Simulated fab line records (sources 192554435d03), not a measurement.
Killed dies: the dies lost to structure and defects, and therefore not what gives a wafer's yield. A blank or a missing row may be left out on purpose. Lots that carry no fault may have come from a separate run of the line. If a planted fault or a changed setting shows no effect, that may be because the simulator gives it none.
fab line records	flow n5Finfet	part 1 of 2: steps 1 to 14 of 25
record: lots: 5	wafers: 15	lastDay: 18
route steps=1938 shown BEOL_M11@1566
lots that met no fault: taken from a fault-free run of the same line
startH: the number of hours between the record's first day and the start of the first shown wafer of the lot	waitH: how many hours have passed since the lot's step before this one	" same as the row above	L1.1+2: one row covering several wafers at once	- no value, or no start given	* or withheld: withheld	< > ~ a bound
route shown NAME@n: NAME is a module with steps in the file, n the number in the route of the first one	usual: mean/standard deviation of fault-free wafers	same: alike in all rows	chamber/n: place in a boat	sites: each site's reading	_std_site: how widely they spread, as a standard deviation	_edge_site: the outer-site mean with the inner-site mean subtracted	radiusMm: for every site, how far away it sits from the centre of the wafer	mask NAME#n: copy n	behind: the most recent tool/chamber to have shaped the wafer	hold: cause of the lot's hold/its duration in hours/its outcome	device: the n, p or np transistor that did not switch	end of line: tests of these same wafers at the route's end	a step given without rows: its recipe and nothing more	killed: dies that structure and defects cost at the first sort, which is not the same as the wafer's yield	map: a wafer's dies, marking killed ones x, the rest . and places with no die _
set.NAME: the setting the step ran with; set.NAME@STEP: the setting that earlier step ran with	model.NAME: the simulator's own value behind a step, which no gauge read
certain route steps with their lots: each step a table, each wafer a row
services: a tool's chamber out of use, with start hour (startH, from the record's first day; less than 0 if before it), hours out, and reason
== steps ==
step: N5_BEOL_M11_PEB_26
recipe: pebTempC: withheld	pebTimeS: 60	resist: CAR-ArF
usual: resistLineTempC: 23.01/0.1
lot.wafer	tool	chamber	startH	waitH	resistLineTempC
L076.1	lithoTrack-05	0	267.99	0.1	22.95
L076.2	"	0	"	"	23.06
L076.6	"	0	"	"	23.08
L084.1	lithoTrack-05	0	346.02	0.1	23.00
L084.3	"	0	"	"	23.12
L084.6	"	0	"	"	23.00
L085.2	lithoTrack-05	0	348.86	0.1	22.80
L085.4	"	0	"	"	22.86
L085.5	"	0	"	"	23.07
L091.1	lithoTrack-01	0	370.43	0.1	23.01
L091.2	"	0	"	"	23.10
L091.6	"	0	"	"	23.05
L090.3	lithoTrack-03	0	376.03	0.0	22.95
L090.4	"	0	"	"	22.80
L090.5	"	0	"	"	22.93
step: N5_BEOL_M11_DEVELOP_27
recipe: developTimeS: 30	developer: TMAH	resist: CAR-ArF	rinseLiquid: diw	dry: airSpin	devTempC: 23
usual: resistLineTempC: 23.01/0.12
same: developTimeS: 30
lot.wafer	tool	chamber	startH	waitH	resistLineTempC
L076.1	lithoTrack-05	0	-	-	22.95
L076.2	"	0	"	"	23.00
L076.6	"	0	"	"	22.96
L084.1	lithoTrack-05	0	-	-	23.01
L084.3	"	0	"	"	23.07
L084.6	"	0	"	"	23.13
L085.2	lithoTrack-05	0	-	-	23.32
L085.4	"	0	"	"	23.10
L085.5	"	0	"	"	23.02
L091.1	lithoTrack-01	0	-	-	22.95
L091.2	"	0	"	"	22.91
L091.6	"	0	"	"	22.97
L090.3	lithoTrack-03	0	-	-	22.87
L090.4	"	0	"	"	22.96
L090.5	"	0	"	"	22.96
step: N5_BEOL_M11_CD_MEAS_28
recipe: targetCdNm: 70	landingEnergyEv: 500	detector: seInlens	polarity: opening
usual: cdNm: 69.9/1.1
lot.wafer	tool	chamber	startH	waitH	cdNm
L076.1	cdSem-02	0	268.06	-	68.6
L076.2	"	0	"	"	69.8
L076.6	"	0	"	"	70.0
L084.1	cdSem-03	0	346.09	-	68.7
L084.3	"	0	"	"	69.2
L084.6	"	0	"	"	69.4
L085.2	cdSem-03	0	348.92	-	70.8
L085.4	"	0	"	"	70.3
L085.5	"	0	"	"	69.5
L091.1	cdSem-02	0	370.50	-	71.9
L091.2	"	0	"	"	71.1
L091.6	"	0	"	"	71.5
L090.3	cdSem-01	0	376.10	-	71.1
L090.4	"	0	"	"	70.0
L090.5	"	0	"	"	70.2
step: N5_BEOL_M11_OVL_MEAS_29
recipe: pointsPerWafer: 44
usual: V10_OVL: -0.7/0.83
lot.wafer	tool	chamber	startH	waitH	V10_OVL[nm]
L076.1	overlay-02	0	268.09	0.0	-1.2
L076.2	"	0	"	"	-2.9
L076.6	"	0	"	"	-2.4
L084.1	overlay-01	0	346.12	0.0	0.1
L084.3	"	0	"	"	0.4
L084.6	"	0	"	"	0.1
L085.2	overlay-02	0	348.95	0.0	-1.4
L085.4	"	0	"	"	-1.8
L085.5	"	0	"	"	-1.7
L091.1	overlay-01	0	370.53	0.0	-1.2
L091.2	"	0	"	"	-1.0
L091.6	"	0	"	"	-1.6
L090.3	overlay-02	0	376.12	0.0	-1.3
L090.4	"	0	"	"	-0.3
L090.5	"	0	"	"	-1.8
step: N5_BEOL_M11_INSPECT_30
recipe: mode: adi	inspectInstrument: brightfield
usual: rawDefectCount: 412/87
lot.wafer	tool	chamber	startH	waitH	rawDefectCount
L076.1	defectInspect-02	-	268.11	0.0	356
L076.2	"	-	"	"	436
L076.6	"	-	"	"	461
L084.1	defectInspect-02	-	346.14	0.0	547
L084.3	"	-	"	"	629
L084.6	"	-	"	"	335
L085.2	defectInspect-02	-	348.98	0.0	326
L085.4	"	-	"	"	484
L085.5	"	-	"	"	438
L091.1	defectInspect-01	-	370.55	0.0	377
L091.2	"	-	"	"	414
L091.6	"	-	"	"	378
L090.3	defectInspect-01	-	376.15	0.0	393
L090.4	"	-	"	"	372
L090.5	"	-	"	"	410
step: N5_BEOL_M11_DESCUM_33
recipe: chemistry: O2	timeS: 7.9	sourcePowerW: 50	biasPowerW: 20	pressureMtorr: 20	rfFrequencyHz: 2.712e+07	tempC: 40	resist: CAR-ArF	o2FlowSccm: 225
usual: drypumpMotorCurrentA: 5.6/0.44	oesProductAu: 0.81/0.081	rfVppV: 242.6/1.3	showerheadPlenumPTorr: 2.07/0.073	tempC: 40.01/0.12	throttleValvePct: 20.51/0.21
lot.wafer	tool	chamber	startH	waitH	drypumpMotorCurrentA	oesProductAu	rfHoursCounterH	rfVppV	showerheadPlenumPTorr	tempC	throttleValvePct
L076.1	rieDiel-05	0	268.15	0.0	4.7	0.69	223	244.2	2.16	39.88	20.75
L076.2	"	1	"	"	5.9	0.85	79	244.0	2.22	40.05	20.77
L076.6	"	2	"	"	5.5	0.75	-	241.9	2.02	40.30	20.69
L084.1	rieDiel-05	3	346.51	0.4	5.0	0.81	86	242.0	2.01	39.83	20.24
L084.3	"	1	"	"	5.9	0.83	102	244.2	2.21	40.00	20.81
L084.6	"	0	"	"	4.7	0.68	-	243.2	2.16	40.09	20.76
L085.2	rieDiel-01	0	349.25	0.3	6.1	0.88	39	243.8	2.12	40.10	20.48
L085.4	"	3	"	"	6.3	0.85	-	242.1	2.01	39.90	20.29
L085.5	"	0	"	"	6.2	0.87	-	244.2	2.12	40.15	20.48
L091.1	rieDiel-04	1	370.77	0.2	5.8	0.80	122	242.5	2.03	40.01	20.64
L091.2	"	3	"	"	5.9	0.93	14	242.0	2.06	39.99	20.56
L091.6	"	1	"	"	5.7	0.79	-	241.5	2.02	39.99	20.62
L090.3	rieDiel-01	0	376.18	0.0	6.1	0.84	50	244.3	2.11	40.19	20.49
L090.4	"	2	"	"	5.1	0.79	101	243.3	2.12	40.01	20.38
L090.5	"	3	"	"	6.4	0.82	-	241.1	2.00	40.12	20.32
step: N5_BEOL_M11_ETCH_65
recipe: chemistry: CF4	target: SiARC	targetDepthA: 390	maskMaterial: CAR-ArF	timeS: 65	ionEnergyEv: 80	pressureMtorr: 40	sourceW: 545	biasW: 36	Ar_flow_sccm: 100	cf4FlowSccm: 100	ends: cleared
usual: drypumpMotorCurrentA: 5.6/0.44	etchRfOnTimeS: 64.2/1.2	mfcArSccm: 100.0/0.31	oesProductAu: 0.69/0.068	rfVppV: 183.8/1.1	showerheadPlenumPTorr: 2.12/0.065	throttleValvePct: 15.69/0.15
lot.wafer	tool	chamber	startH	waitH	drypumpMotorCurrentA	etchRfOnTimeS	mfcArSccm	oesProductAu	rfHoursCounterH	rfVppV	showerheadPlenumPTorr	throttleValvePct
L076.1	rieDiel-05	0	268.18	0.0	4.7	65.6	100.3	0.60	223	183.5	2.20	15.89
L076.2	"	1	"	"	5.9	64.3	99.8	0.72	79	186.0	2.25	15.80
L076.6	"	2	"	"	5.5	64.7	99.7	0.63	-	183.9	2.06	15.73
L084.1	rieDiel-05	3	346.55	0.0	5.0	64.6	99.9	0.70	86	184.2	2.08	15.55
L084.3	"	1	"	"	5.9	63.8	100.3	0.70	102	184.2	2.25	15.84
L084.6	"	0	"	"	4.7	66.0	99.6	0.58	-	185.1	2.19	15.93
L085.2	rieDiel-01	0	349.28	0.0	6.1	64.4	100.4	0.74	39	185.2	2.19	15.78
L085.4	"	3	"	"	6.3	65.9	99.6	0.71	-	184.3	2.09	15.69
L085.5	"	0	"	"	6.1	64.0	100.4	0.73	-	184.9	2.19	15.75
L091.1	rieDiel-04	1	370.80	0.0	5.8	65.2	100.3	0.68	122	183.8	2.06	15.68
L091.2	"	3	"	"	5.9	62.4	100.6	0.82	14	183.8	2.12	15.68
L091.6	"	1	"	"	5.7	65.1	100.1	0.68	-	183.0	2.06	15.67
L090.3	rieDiel-01	0	376.22	0.0	6.2	63.8	100.0	0.72	50	183.7	2.19	15.77
L090.4	"	2	"	"	5.1	63.7	100.5	0.68	101	184.4	2.17	15.54
L090.5	"	3	"	"	6.3	65.4	99.8	0.69	-	182.9	2.09	15.71
step: N5_BEOL_M11_ETCH_66
recipe: chemistry: N2/H2	target: SOC	targetDepthA: 1200	overetchA: 240	maskMaterial: SiARC	tempC: 40	timeS: 180	ionEnergyEv: 200	pressureMtorr: 30	sourceW: 840	biasW: 150	n2FlowSccm: 200	h2FlowSccm: 200
usual: drypumpMotorCurrentA: 5.6/0.44	h2FlowSccm: 200.0/0.58	oesProductAu: 0.65/0.061	rfVppV: 523.0/2.4	showerheadPlenumPTorr: 2.51/0.09	tempC: 40.01/0.11	throttleValvePct: 17.88/0.19
lot.wafer	tool	chamber	startH	waitH	drypumpMotorCurrentA	h2FlowSccm	oesProductAu	rfHoursCounterH	rfVppV	showerheadPlenumPTorr	tempC	throttleValvePct
L076.1	rieDiel-05	0	268.23	0.0	4.7	200.1	0.57	223	525.6	2.64	40.14	18.12
L076.2	"	1	"	"	5.9	199.7	0.68	80	527.6	2.68	39.93	18.13
L076.6	"	2	"	"	5.5	199.5	0.60	-	521.1	2.41	40.13	17.72
L084.1	rieDiel-05	3	346.60	0.0	5.0	199.1	0.65	86	523.0	2.45	40.03	17.77
L084.3	"	1	"	"	5.9	199.5	0.66	102	526.7	2.67	40.04	18.17
L084.6	"	0	"	"	4.7	199.8	0.55	-	526.0	2.63	39.98	18.16
L085.2	rieDiel-01	0	349.33	0.0	6.1	199.9	0.69	39	525.5	2.61	40.04	18.05
L085.4	"	3	"	"	6.3	199.5	0.68	-	521.0	2.45	39.83	17.73
L085.5	"	0	"	"	6.1	199.6	0.69	-	525.9	2.61	40.18	18.06
L091.1	rieDiel-04	1	370.85	0.0	5.8	200.0	0.63	122	521.7	2.45	39.68	17.98
L091.2	"	3	"	"	5.8	199.5	0.74	14	523.0	2.50	39.96	17.86
L091.6	"	1	"	"	5.8	200.5	0.63	-	522.2	2.45	39.71	17.98
L090.3	rieDiel-01	0	376.27	0.0	6.2	199.8	0.67	50	525.2	2.60	40.13	18.06
L090.4	"	2	"	"	5.1	199.6	0.64	102	524.1	2.57	40.24	17.77
L090.5	"	3	"	"	6.3	198.8	0.65	-	521.2	2.45	39.87	17.74
step: N5_BEOL_M11_STRIP_69
recipe: chemistry: N2/H2	tempC: 40	n2FlowSccm: 200	h2FlowSccm: 200	rfFrequencyHz: 6e+07
lot.wafer	tool	chamber	startH	waitH
L076.1+2+6	rieDiel-05	0,1,2	268.34	0.1
L084.1+3+6	rieDiel-05	3,1,0	346.71	0.1
L085.2+4+5	rieDiel-01	0,3,0	349.45	0.1
L091.1+2+6	rieDiel-04	1,3,1	370.97	0.1
L090.3+4+5	rieDiel-01	0,2,3	376.38	0.1
step: N5_BEOL_M11_VIA_ETCH_34
recipe: chemistry: C4F6/O2	target: SiCOH_lowk	targetDepthA: 1845	maskMaterial: SOC	taperDeg: 4	timeS: 69.2	ionEnergyEv: 250	pressureMtorr: 30	sourceW: 345	biasW: 185	Ar_flow_sccm: 300	C4F6_flow_sccm: 10	O2_flow_sccm: 10
usual: C4F6_flow_sccm: 9.999/0.029	O2_flow_sccm: 9.998/0.03	drypumpMotorCurrentA: 5.6/0.44	mfcArSccm: 300.0/0.85	oesProductAu: 0.80/0.079	rfVppV: 660/14	showerheadPlenumPTorr: 2.82/0.083	throttleValvePct: 21.01/0.17
lot.wafer	tool	chamber	startH	waitH	C4F6_flow_sccm	O2_flow_sccm	drypumpMotorCurrentA	mfcArSccm	oesProductAu	rfHoursCounterH	rfVppV	showerheadPlenumPTorr	throttleValvePct
L076.1	rieDiel-05	0	268.35	0.0	9.999	10.034	4.7	300.1	0.70	223	658	2.92	21.07
L076.2	"	1	"	"	10.033	9.965	5.9	299.2	0.85	80	662	3.00	21.18
L076.6	"	2	"	"	10.010	10.000	5.5	299.8	0.75	-	652	2.75	21.11
L084.1	rieDiel-05	3	346.72	0.0	10.004	10.024	5.0	299.8	0.81	86	653	2.77	20.90
L084.3	"	1	"	"	9.999	9.977	5.9	301.3	0.83	102	663	2.99	21.22
L084.6	"	0	"	"	9.970	10.006	4.7	298.9	0.68	-	658	2.91	21.12
L085.2	rieDiel-01	0	349.46	0.0	10.021	9.974	6.1	299.4	0.86	39	695	2.91	21.12
L085.4	"	3	"	"	10.013	9.948	6.3	299.8	0.82	-	657	2.79	21.12
L085.5	"	0	"	"	9.983	10.000	6.2	300.1	0.86	-	696	2.91	21.10
L091.1	rieDiel-04	1	370.98	0.0	9.961	10.006	5.8	298.9	0.78	122	660	2.74	21.03
L091.2	"	3	"	"	9.983	10.000	5.9	301.2	0.94	14	672	2.82	21.10
L091.6	"	1	"	"	10.026	10.008	5.8	300.7	0.77	-	660	2.74	21.01
L090.3	rieDiel-01	0	376.39	0.0	10.026	9.970	6.1	301.4	0.84	50	694	2.90	21.13
L090.4	"	2	"	"	10.016	10.064	5.1	299.1	0.79	102	661	2.86	20.73
L090.5	"	3	"	"	10.036	9.993	6.3	299.7	0.82	-	658	2.79	21.13
step: N5_BEOL_M11_STRIP_73
recipe: chemistry: C4F6/O2	resist: SiARC	rfFrequencyHz: 6e+07
lot.wafer	tool	chamber	startH	waitH
L076.1+2+6	rieDiel-05	0,1,2	268.41	0.0
L084.1+3+6	rieDiel-05	3,1,0	346.78	0.0
L085.2+4+5	rieDiel-01	0,3,0	349.51	0.0
L091.1+2+6	rieDiel-04	1,3,1	371.03	0.0
L090.3+4+5	rieDiel-01	0,2,3	376.44	0.0
step: N5_BEOL_M11_STRIP_36
recipe: chemistry: N2/H2	powerW: 450	tempC: 40	pressureMtorr: 20	rfFrequencyHz: 6e+07	overashFraction: 0.3	biasPowerW: 7	h2Frac: 0.5	n2FlowSccm: 200	h2FlowSccm: 200
usual: drypumpMotorCurrentA: 5.6/0.44	h2FlowSccm: 199.9/0.67	oesProductAu: 0.81/0.081	rfVppV: 59.0/1.7	showerheadPlenumPTorr: 2.51/0.09	tempC: 40.00/0.11	throttleValvePct: 23.71/0.28
same: overashFraction: 0.3
lot.wafer	tool	chamber	startH	waitH	drypumpMotorCurrentA	h2FlowSccm	oesProductAu	rfHoursCounterH	rfVppV	showerheadPlenumPTorr	tempC	throttleValvePct
L076.1	rieDiel-05	0	268.42	0.0	4.7	199.3	0.68	223	58.9	2.64	40.14	23.86
L076.2	"	1	"	"	5.9	200.0	0.85	80	61.5	2.68	40.13	24.12
L076.6	"	2	"	"	5.5	200.3	0.75	-	55.9	2.41	40.09	23.43
L084.1	rieDiel-05	3	346.79	0.0	5.0	198.7	0.81	86	56.9	2.45	40.16	23.73
L084.3	"	1	"	"	5.9	199.5	0.83	102	59.3	2.67	39.94	24.20
L084.6	"	0	"	"	4.7	199.4	0.68	-	57.9	2.63	40.21	23.90
L085.2	rieDiel-01	0	349.52	0.0	6.1	200.4	0.87	39	64.2	2.60	40.20	24.00
L085.4	"	3	"	"	6.3	199.9	0.84	-	60.0	2.45	40.18	23.47
L085.5	"	0	"	"	6.1	200.3	0.88	-	58.9	2.60	40.03	23.98
L091.1	rieDiel-04	1	371.04	0.0	5.8	200.2	0.80	122	58.3	2.44	39.98	23.94
L091.2	"	3	"	"	5.8	199.6	0.95	14	60.5	2.50	39.91	23.68
L091.6	"	1	"	"	5.8	200.2	0.79	-	58.0	2.44	39.94	23.93
L090.3	rieDiel-01	0	376.45	0.0	6.1	200.0	0.85	50	58.9	2.60	40.12	24.03
L090.4	"	2	"	"	5.1	199.9	0.80	102	59.8	2.57	40.01	23.56
L090.5	"	3	"	"	6.3	201.7	0.82	-	56.5	2.44	40.01	23.46
step: N5_BEOL_M11_TRENCH_ETCH_37
recipe: chemistry: C4F6/O2	targetDepthA: 1488.3	target: SiCOH_lowk	timeS: 48	ionEnergyEv: 250	pressureMtorr: 30	sourceW: 345	biasW: 185	Ar_flow_sccm: 300	C4F6_flow_sccm: 10	O2_flow_sccm: 10
usual: C4F6_flow_sccm: 10.003/0.03	O2_flow_sccm: 9.999/0.029	drypumpMotorCurrentA: 5.6/0.44	mfcArSccm: 300.1/1	oesProductAu: 0.80/0.081	rfVppV: 660/14	showerheadPlenumPTorr: 2.82/0.083	throttleValvePct: 21.04/0.17
lot.wafer	tool	chamber	startH	waitH	C4F6_flow_sccm	O2_flow_sccm	drypumpMotorCurrentA	mfcArSccm	oesProductAu	rfHoursCounterH	rfVppV	showerheadPlenumPTorr	throttleValvePct
L076.1	rieDiel-05	0	-	-	10.011	9.956	4.7	301.1	0.69	223	658	2.92	21.11
L076.2	"	1	"	"	9.989	10.041	5.9	302.1	0.84	80	663	3.00	21.20
L076.6	"	2	"	"	9.998	10.010	5.5	297.6	0.73	-	651	2.75	21.15
L084.1	rieDiel-05	3	-	-	9.971	10.008	5.0	300.4	0.80	86	652	2.77	20.92
L084.3	"	1	"	"	9.988	10.012	5.9	300.6	0.81	102	661	2.99	21.25
L084.6	"	0	"	"	9.985	9.978	4.7	301.7	0.67	-	658	2.91	21.13
L085.2	rieDiel-01	0	-	-	10.037	10.014	6.1	300.1	0.86	39	695	2.91	21.13
L085.4	"	3	"	"	9.970	9.968	6.3	300.8	0.83	-	658	2.79	21.15
L085.5	"	0	"	"	9.997	9.967	6.1	300.4	0.86	-	695	2.91	21.14
L091.1	rieDiel-04	1	-	-	10.063	9.994	5.8	301.1	0.78	122	660	2.74	21.04
L091.2	"	3	"	"	10.005	10.021	5.9	299.8	0.95	14	670	2.82	21.13
L091.6	"	1	"	"	9.970	9.995	5.7	299.5	0.79	-	659	2.74	21.04
L090.3	rieDiel-01	0	-	-	9.998	9.996	6.1	299.9	0.84	50	693	2.90	21.15
L090.4	"	2	"	"	10.037	10.029	5.1	301.8	0.78	102	661	2.86	20.76
L090.5	"	3	"	"	10.040	10.003	6.3	298.9	0.80	-	658	2.79	21.16
step: N5_BEOL_M11_ETCH_41
recipe: chemistry: CH3F/O2	target: SiCN	targetDepthA: 426	taperDeg: 2	timeS: 86	ionEnergyEv: 120	maskMaterial: TiN	pressureMtorr: 30	sourceW: 395	biasW: 75	Ar_flow_sccm: 150	CH3F_flow_sccm: 30	O2_flow_sccm: 20
usual: O2_flow_sccm: 20.01/0.058	drypumpMotorCurrentA: 5.6/0.44	mfcArSccm: 150.0/0.45	oesProductAu: 0.80/0.08	rfVppV: 296.8/1.5	showerheadPlenumPTorr: 1.98/0.061	throttleValvePct: 16.39/0.16
lot.wafer	tool	chamber	startH	waitH	O2_flow_sccm	drypumpMotorCurrentA	mfcArSccm	oesProductAu	rfHoursCounterH	rfVppV	showerheadPlenumPTorr	throttleValvePct
L076.1	rieDiel-05	0	-	-	19.96	4.7	150.2	0.68	223	299.8	2.05	16.55
L076.2	"	1	"	"	19.96	5.9	149.7	0.84	80	299.8	2.11	16.51
L076.6	"	2	"	"	19.91	5.5	150.1	0.75	-	295.7	1.93	16.47
L084.1	rieDiel-05	3	-	-	19.97	5.0	150.6	0.80	86	298.2	1.94	16.26
L084.3	"	1	"	"	20.01	5.9	149.9	0.82	103	299.6	2.10	16.56
L084.6	"	0	"	"	20.09	4.7	150.2	0.68	-	298.0	2.04	16.58
L085.2	rieDiel-01	0	-	-	20.04	6.1	150.2	0.86	40	297.7	2.04	16.42
L085.4	"	3	"	"	19.99	6.3	150.1	0.83	-	296.2	1.96	16.45
L085.5	"	0	"	"	19.97	6.1	149.6	0.86	-	297.5	2.04	16.44
L091.1	rieDiel-04	1	-	-	19.98	5.8	149.8	0.78	122	296.3	1.92	16.41
L091.2	"	3	"	"	19.97	5.9	150.3	0.94	14	298.4	1.98	16.40
L091.6	"	1	"	"	19.97	5.8	150.5	0.78	-	296.0	1.93	16.40
L090.3	rieDiel-01	0	-	-	19.97	6.1	149.9	0.85	50	298.0	2.04	16.46
L090.4	"	2	"	"	19.95	5.1	150.1	0.79	102	297.8	2.01	16.19
L090.5	"	3	"	"	20.06	6.3	149.0	0.81	-	296.3	1.95	16.46
